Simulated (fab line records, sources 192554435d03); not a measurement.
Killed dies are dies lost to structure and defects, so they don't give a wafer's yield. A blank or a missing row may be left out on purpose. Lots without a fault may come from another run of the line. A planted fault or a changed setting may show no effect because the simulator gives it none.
fab line records | flow n5_finfet
record lots=5 wafers=15 last_day=18
route steps=1938 shown DUMMY_GATE@225 BEOL_M4@1111 PASSIVATION@1936
lots that met no fault: from a run of the same line without faults
start_h: hours from the record's first day to the start of the lot's first wafer shown | wait_h: hours since the lot's step before | " the same as in the row above | L1.1+2: a row that stands for several wafers | - no value, or no start given | * or withheld: withheld | < > ~ a bound
route shown NAME@n: a module of which the file shows steps, and the number in the route of the first | usual: mean/standard deviation of fault-free wafers | same: alike in all rows | chamber/n: place in a boat | sites: the reading at each site | _std_site: their standard deviation | _edge_site: outer sites' mean less inner sites' | radius_mm: how far each site lies from the wafer's centre | mask NAME#n: copy n | behind: the tool/chamber that last shaped the wafer | hold: why the lot was held/for how many hours/how that ended | device: the transistor (n, p or np) that didn't switch | end of line: the same wafers' tests at the end of the route | a step without rows: its recipe alone | killed: dies lost to structure and defects at the first sort, not the wafer's yield | map: a wafer's dies, x killed, . not, _ none there
set.NAME: the setting as run; set.NAME@STEP: as run at that earlier step | model.NAME: the simulator's own value behind a step, which no gauge read
lots at some steps of the route; a table a step, a row a wafer
services: from which hour (start_h, from the record's first day; less than 0 if before it) a tool's chamber was out of use, for how many hours, and why
## steps
# step N5_DUMMY_GATE_COAT_09
# recipe resist=CAR-EUV spin_rpm=1500 resist_thk_nm=30
# step N5_DUMMY_GATE_EBR_11
# recipe solvent=PGMEA ebr_width_mm=1.5
# step N5_DUMMY_GATE_SOFTBAKE_10
# recipe temp_c=110 time_s=60 resist=CAR-EUV
# step N5_DUMMY_GATE_EXPOSE_12
# recipe mask_id=GATE na=0.33 source_shape=annular sigma_inner=0.2 sigma_outer=0.6 polarization=unpolarized target_cd_nm=25 dose_mj=34
# step N5_DUMMY_GATE_PEB_13
# recipe peb_temp_c=100 peb_time_s=60 resist=CAR-EUV
# step N5_DUMMY_GATE_DEVELOP_14
# recipe develop_time_s=30 developer=TMAH resist=CAR-EUV rinse_liquid=surfactant_rinse dry=air_spin dev_temp_c=23
# step N5_DUMMY_GATE_DESCUM_20
# recipe chemistry=O2 time_s=6.2 source_power_w=50 bias_power_w=20 pressure_mtorr=20 rf_frequency_hz=2.712e+07 temp_c=40 resist=CAR-EUV o2_flow_sccm=225
# step N5_DUMMY_GATE_ETCH_29
# recipe chemistry=N2/H2 target=underlayer target_depth_a=130 ion_energy_ev=200 pressure_mtorr=30 source_w=840 bias_w=150 n2_flow_sccm=200 h2_flow_sccm=200
# step N5_DUMMY_GATE_ETCH_36
# recipe chemistry=CF4 target=SiARC target_depth_a=130 pressure_mtorr=40 source_w=545 bias_w=36 Ar_flow_sccm=100 cf4_flow_sccm=100 ion_energy_ev=80
# step N5_DUMMY_GATE_ETCH_37
# recipe chemistry=N2/H2 target=SOC target_depth_a=600 overetch_a=300 temp_c=40 ion_energy_ev=200 pressure_mtorr=30 source_w=840 bias_w=150 n2_flow_sccm=200 h2_flow_sccm=200
# usual chamber_pressure_mTorr=30.00/0.031 drypump_motor_current_A=5.8/0.49 oes_product_au=0.61/0.057 rf_vpp_V=523.7/2.7 showerhead_plenum_p_Torr=2.53/0.091 throttle_valve_pct=17.83/0.28
# columns lot.wafer tool chamber start_h wait_h chamber_pressure_mTorr drypump_motor_current_A oes_product_au rf_hours_counter_h rf_vpp_V showerhead_plenum_p_Torr throttle_valve_pct model.SiARC_of_DUMMY_GATE_COAT_35.thk_nm
L229.2 rie_diel-01 2 84.39 0.0 30.03 5.7 0.58 209 523.0 2.50 18.09 2.8
L229.4 " 3 " " 29.99 6.6 0.59 144 526.2 2.66 18.10 3
L229.5 " 2 " " 30.05 5.7 0.58 - 523.7 2.49 18.12 2.8
L230.3 rie_diel-01 3 89.73 0.0 30.02 6.6 0.59 146 525.8 2.66 18.11 3
L230.4 " 1 " " 30.02 6.6 0.56 200 520.6 2.41 17.49 3.6
L230.6 " 1 " " 30.01 6.6 0.56 - 519.6 2.41 17.48 3.6
L232.1 rie_diel-02 3 100.80 0.0 30.00 5.5 0.74 22 527.8 2.67 17.36 5.2
L232.3 " 0 " " 29.97 5.3 0.71 13 522.7 2.49 17.67 5.2
L232.5 " 2 " " 29.99 5.6 0.58 - 521.0 2.42 17.78 4.8
L233.1 rie_diel-01 3 106.99 0.0 29.95 6.6 0.59 149 527.6 2.66 18.12 3
L233.5 " 2 " " 30.05 5.7 0.57 - 523.2 2.49 18.11 2.8
L233.6 " 1 " " 29.99 6.6 0.57 - 520.5 2.41 17.49 3.6
L245.2 rie_diel-01 2 179.15 0.0 30.01 5.7 0.56 234 522.9 2.49 18.15 4.6
L245.3 " 1 " " 30.06 6.6 0.55 223 518.7 2.40 17.52 5.2
L245.6 " 3 " " 30.03 6.6 0.57 - 525.5 2.65 18.14 4.6
# step N5_DUMMY_GATE_STRIP_38
# recipe chemistry=N2/H2 temp_c=40 n2_flow_sccm=200 h2_flow_sccm=200 rf_frequency_hz=6e+07
# step N5_DUMMY_GATE_STRIP_39
# recipe chemistry=N2/H2 temp_c=40 n2_flow_sccm=200 h2_flow_sccm=200 rf_frequency_hz=6e+07
# step N5_DUMMY_GATE_TRIM_49
# recipe chemistry=O2 resist=SOC time_s=29 target_cd_nm=14 source_power_w=300 bias_power_w=0 O2_flow_sccm=100 temp_c=20
# usual chamber_pressure_mTorr=60.00/0.052 drypump_motor_current_A=5.7/0.43 oes_product_au=1.000/0.015 throttle_valve_pct=8.17/0.2
# columns lot.wafer tool chamber start_h wait_h chamber_pressure_mTorr drypump_motor_current_A oes_product_au rf_hours_counter_h throttle_valve_pct model.DUMMY_GATE.cd_nm
L229.2 rie_si-05 0 84.47 0.0 59.97 6.5 0.987 163 7.95 13.4
L229.4 " 3 " " 60.04 5.8 1.010 174 8.34 13.6
L229.5 " 1 " " 60.06 5.2 1.006 - 8.31 13.6
L230.3 rie_si-03 3 89.81 0.0 60.00 5.4 0.994 7 7.92 13
L230.4 " 1 " " 60.07 5.7 1.017 171 8.52 13.6
L230.6 " 0 " " 60.02 5.2 0.991 - 8.21 13.6
L232.1 rie_si-03 2 100.88 0.0 60.03 5.4 0.966 116 8.05 14
L232.3 " 3 " " 60.02 5.4 1.007 7 7.91 14.2
L232.5 " 3 " " 60.00 5.4 1.004 - 7.89 13.4
L233.1 rie_si-02 0 107.07 0.0 59.96 6.3 1.002 131 8.20 12.6
L233.5 " 2 " " 59.98 5.6 0.992 - 8.19 12.6
L233.6 " 1 " " 59.98 6.2 1.037 - 8.42 12.8
L245.2 rie_si-02 1 179.23 0.0 60.04 6.2 1.030 142 8.42 13.8
L245.3 " 2 " " 60.05 5.6 0.989 9 8.19 13.4
L245.6 " 2 " " 60.03 5.6 0.991 - 8.19 13.4
# step N5_DUMMY_GATE_STRIP_40
# recipe chemistry=CF4 resist=SiARC power_w=300 bias_power_w=75 pressure_mtorr=50 cf4_flow_sccm=150 rf_frequency_hz=6e+07
# step N5_BEOL_M4_RC_MEAS_101
# usual DIBL_N=36.0/2.5 DIBL_P=36.7/3 IOFF_N=0.16/0.043 IOFF_P=0.21/0.049 ION_N=673/15 ION_P=461/9.8 SS_N=71.5/0.83 SS_P=73.4/0.83 VT_N=250/4 VT_P=-251/4
# columns lot.wafer tool chamber start_h wait_h DIBL_N[mV/V] DIBL_P[mV/V] IOFF_N[nA/um] IOFF_P[nA/um] ION_N[uA/um] ION_P[uA/um] SS_N[mV/dec] SS_P[mV/dec] VT_N[mV] VT_P[mV]
L229.2 prober-01 0 200.08 0.2 36.0 37.9 0.16 0.22 675 469 71.7 73.9 249 -248
L229.4 " 0 " " 37.3 38.5 0.17 0.23 664 452 71.5 73.8 250 -250
L229.5 " 0 " " 38.4 41.4 0.21 0.32 679 469 71.3 75.5 245 -246
L230.3 prober-02 0 212.98 0.3 40.2 44.3 0.31 0.33 704 473 74.8 75.3 243 -244
L230.4 " 0 " " 35.0 39.6 0.17 0.24 674 463 71.6 74.3 247 -247
L230.6 " 0 " " 34.8 37.9 0.16 0.20 665 449 71.9 73.5 250 -252
L232.1 prober-01 0 218.09 0.0 34.3 36.4 0.15 0.18 674 454 71.6 73.0 250 -254
L232.3 " 0 " " 32.8 33.3 0.11 0.14 651 447 70.3 73.1 253 -252
L232.5 " 0 " " 34.3 35.7 0.14 0.17 658 453 71.0 73.5 251 -254
L233.1 prober-02 0 219.89 0.0 41.2 42.3 0.24 0.29 698 472 73.0 75.0 246 -251
L233.5 " 0 " " 40.5 41.8 0.22 0.28 685 464 73.0 74.8 250 -248
L233.6 " 0 " " 41.6 41.4 0.27 0.28 685 459 73.6 75.0 246 -249
L245.2 prober-01 0 320.03 0.2 37.2 38.7 0.19 0.22 670 452 71.5 73.9 247 -249
L245.3 " 0 " " 37.1 39.0 0.17 0.23 663 457 71.8 73.9 249 -250
L245.6 " 0 " " 36.9 38.0 0.17 0.22 688 467 71.7 73.6 249 -250
# step N5_PASSIVATION_PROBE_49
# usual defect_limited_yield=91.1/1.5 killed_at_M0_to_M3=37/11 killed_at_M4_up=13/5.6 killed_at_contacts=12/5.6 killed_at_front_end=39/11 killed_at_other=4/3.1 killed_dies=105/18 killed_open=69/13 killed_short=35/7.4 sort_bin_4_leakage=0.00/0.022 sort_bin_5_function=5.1/0.92 sort_bin_6_memory=3.4/0.76 sort_n_pass=1075/18 sort_yield_pct=91.1/1.5
# same gross_dies=1180 killed_at_back_side=0 sort_bin_8_speed[%]=0
# columns lot.wafer tool chamber start_h wait_h defect_limited_yield[%] killed_at_M0_to_M3 killed_at_M4_up killed_at_contacts killed_at_front_end killed_at_other killed_dies killed_open killed_short sort_bin_4_leakage[%] sort_bin_5_function[%] sort_bin_6_memory[%] sort_n_pass sort_yield_pct[%]
L229.2 prober-01 - 301.77 0.1 92.0 35 11 2 37 9 94 54 40 0 4.3 3.2 1086 92.0
L229.4 prober-01 - 301.87 0.2 90.6 30 6 7 52 16 111 70 41 0 5.1 4.2 1069 90.6
L229.5 prober-01 - 301.92 0.2 91.1 36 18 8 34 9 105 62 42 0 5.5 3.2 1075 91.1
L230.3 prober-02 - 310.39 0.1 90.3 29 9 7 66 4 115 78 36 0.25 5.5 3.8 1062 90.0
L230.4 prober-02 - 310.44 0.2 90.2 30 17 14 55 0 116 79 34 0 5.0 4.1 1064 90.2
L230.6 prober-02 - 310.54 0.3 90.4 23 20 13 54 3 113 77 33 0 5.8 3.5 1067 90.4
L232.1 prober-01 - 315.84 0.0 91.4 40 5 13 34 9 101 71 30 0 4.6 3.6 1079 91.4
L232.3 prober-01 - 315.94 0.1 89.2 61 9 7 46 5 128 69 58 0 6.6 3.6 1052 89.2
L232.5 prober-01 - 316.04 0.2 90.1 44 6 14 48 5 117 68 48 0 6.2 3.5 1063 90.1
L233.1 prober-02 - 326.39 0.0 88.7 42 14 13 52 12 133 99 34 0 5.9 5.2 1047 88.7
L233.5 prober-02 - 326.59 0.2 88.5 48 17 15 44 12 136 93 34 0 6.1 4.6 1044 88.5
L233.6 prober-02 - 326.64 0.3 90.2 53 12 15 34 2 116 83 31 0 5.8 3.5 1064 90.2
L245.2 prober-02 - 422.72 0.1 91.4 33 21 4 40 3 101 54 46 0 5.0 3.1 1079 91.4
L245.3 prober-02 - 422.77 0.1 88.9 53 11 17 45 5 131 86 45 0 5.9 4.7 1049 88.9
L245.6 prober-02 - 422.92 0.3 89.1 42 17 5 64 1 129 84 45 0 6.3 4.4 1051 89.1
# killed by level:class
L229.2 FIN_SAQP:geometric_particle:short=11 BEOL_M2:geometric_particle:open=10 STI_FIN_REVEAL:geometric_particle:open=9 BEOL_M0_SAQP:geometric_particle:short=7 BEOL_M0_SAQP:geometric_particle:open=5 BEOL_M3:geometric_particle:open=5 MIM_TOP_ETCH:geometric_particle:short=5 FIN_SAQP:geometric_particle:open=4
L229.4 FIN_SAQP:geometric_particle:short=17 FIN_SAQP:geometric_particle:open=12 STI_FIN_REVEAL:geometric_particle:open=9 BEOL_M0_SAQP:geometric_particle:open=8 MIM_TOP_ETCH:geometric_particle:short=8 DUMMY_GATE:geometric_particle:open=5 MOL_CONTACT_COAG:geometric_particle:open=5 BEOL_M1:geometric_particle:open=5
L229.5 FIN_SAQP:geometric_particle:short=10 BEOL_M0_SAQP:geometric_particle:short=10 FIN_SAQP:geometric_particle:open=9 BEOL_M2:geometric_particle:open=7 MOL_CONTACT_COAG:geometric_particle:open=6 ILD0:geometric_particle:short=5 BEOL_M0_SAQP:geometric_particle:open=5 STI_FIN_REVEAL:geometric_particle:open=4
L230.3 STI_FIN_REVEAL:geometric_particle:open=18 FIN_SAQP:geometric_particle:short=13 FIN_SAQP:geometric_particle:open=12 BEOL_M3:geometric_particle:open=9 MOL_CONTACT_COAG:geometric_particle:open=7 BEOL_M0_SAQP:geometric_particle:short=6 STARTING-WAFER:geometric_particle:open=6 DUMMY_GATE:geometric_particle:open=5
L230.4 MOL_CONTACT_COAG:geometric_particle:open=14 STI_FIN_REVEAL:geometric_particle:open=10 BEOL_M3:geometric_particle:open=10 BEOL_M4:geometric_particle:open=10 FIN_SAQP:geometric_particle:open=7 FIN_SAQP:geometric_particle:short=7 BEOL_M0_SAQP:geometric_particle:short=6 GATE_CUT:geometric_particle:short=5
L230.6 BEOL_M4:geometric_particle:open=14 MOL_CONTACT_COAG:geometric_particle:open=10 FIN_SAQP:geometric_particle:open=9 STI_FIN_REVEAL:geometric_particle:open=8 FIN_SAQP:geometric_particle:short=7 ILD0:geometric_particle:open=6 ILD0:geometric_particle:short=6 BEOL_M3:geometric_particle:open=6
L232.1 FIN_SAQP:geometric_particle:open=13 MOL_CONTACT_COAG:geometric_particle:open=13 BEOL_M0_SAQP:geometric_particle:open=10 FIN_SAQP:geometric_particle:short=8 BEOL_M0_SAQP:geometric_particle:short=7 BEOL_M2:geometric_particle:open=6 BEOL_M1:geometric_particle:open=5 STI_FIN_REVEAL:geometric_particle:open=4
L232.3 FIN_SAQP:geometric_particle:short=15 BEOL_M0_SAQP:geometric_particle:short=13 BEOL_M0_SAQP:geometric_particle:open=12 BEOL_M2:geometric_particle:open=11 BEOL_M2:geometric_particle:short=11 FIN_SAQP:geometric_particle:open=8 STI_FIN_REVEAL:geometric_particle:open=8 BEOL_M3:geometric_particle:open=6
L232.5 FIN_SAQP:geometric_particle:short=12 MOL_CONTACT_COAG:geometric_particle:open=12 BEOL_M2:geometric_particle:open=10 STI_FIN_REVEAL:geometric_particle:open=8 BEOL_M0_SAQP:geometric_particle:short=8 BEOL_M0_SAQP:geometric_particle:open=7 FIN_SAQP:geometric_particle:open=6 BEOL_M0:geometric_particle:open=6
L233.1 STI_FIN_REVEAL:geometric_particle:open=15 BEOL_M3:geometric_particle:open=13 MOL_CONTACT_COAG:geometric_particle:open=11 FIN_SAQP:geometric_particle:open=9 GATE_CUT:geometric_particle:short=8 BEOL_M4:geometric_particle:open=8 BEOL_M1:geometric_particle:open=7 BEOL_M2:geometric_particle:open=7
L233.5 BEOL_M3:geometric_particle:open=15 MOL_CONTACT_COAG:geometric_particle:open=13 STI_FIN_REVEAL:geometric_particle:open=11 BEOL_M2:geometric_particle:open=11 BEOL_M4:geometric_particle:open=9 HKMG_FIN:area_etch=9 BEOL_M0_SAQP:geometric_particle:short=6 BEOL_M0_SAQP:geometric_particle:open=6
L233.6 BEOL_M1:geometric_particle:open=14 BEOL_M3:geometric_particle:open=12 MOL_CONTACT_COAG:geometric_particle:open=11 BEOL_M0_SAQP:geometric_particle:open=9 FIN_SAQP:geometric_particle:open=6 STI_FIN_REVEAL:geometric_particle:open=6 BEOL_M0_SAQP:geometric_particle:short=6 MOL_CONTACT_COAG:geometric_particle:short=4
L245.2 FIN_SAQP:geometric_particle:short=11 BEOL_M0_SAQP:geometric_particle:short=9 BEOL_M5:geometric_particle:open=8 BEOL_M0_SAQP:geometric_particle:open=7 GATE_CUT:geometric_particle:short=6 FIN_SAQP:geometric_particle:open=4 BEOL_M1:geometric_particle:open=4 BEOL_M6:geometric_particle:open=4
L245.3 BEOL_M0_SAQP:geometric_particle:open=15 MOL_CONTACT_COAG:geometric_particle:open=13 BEOL_M2:geometric_particle:open=12 BEOL_M0_SAQP:geometric_particle:short=11 STI_FIN_REVEAL:geometric_particle:open=9 GATE_CUT:geometric_particle:short=8 FIN_SAQP:geometric_particle:open=7 DUMMY_GATE:geometric_particle:open=5
L245.6 STI_FIN_REVEAL:geometric_particle:open=21 BEOL_M1:geometric_particle:open=12 FIN_SAQP:geometric_particle:short=9 BEOL_M4:geometric_particle:open=9 BEOL_M0_SAQP:geometric_particle:short=8 DUMMY_GATE:geometric_particle:open=7 FIN_SAQP:geometric_particle:open=6 BEOL_M2:geometric_particle:short=6
## services
# columns tool chamber start_h hours kind
rie_diel-01 - 94.55 4.1 repair
rie_si-02 2 95.57 6.3 repair
## key
first_sign step=N5_BEOL_M4_RC_MEAS_101 reading=SS_P direction=up sigmas=1.4 usual=73.4 struck=74.6
effect step=N5_BEOL_M4_RC_MEAS_101 reading=DIBL_P direction=up sigmas=1.3 usual=36.7 struck=40.6
model_effect step=N5_DUMMY_GATE_ETCH_37 value=SiARC_of_DUMMY_GATE_COAT_35.thk_nm without=4.8 struck=3.133
model_effect step=N5_DUMMY_GATE_TRIM_49 value=DUMMY_GATE.cd_nm without=13.84 struck=13.2
met_at N5_DUMMY_GATE_ETCH_37
struck_wafers L229.2,L229.4,L229.5,L230.3,L230.4,L230.6,L233.1,L233.5,L233.6
fault kind=process_parameter_drift tool=rie_diel-01 chamber=- onset_h=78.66 steps=N5_DUMMY_GATE_ETCH_37 channel=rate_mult offset=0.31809 shape=step end_h=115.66
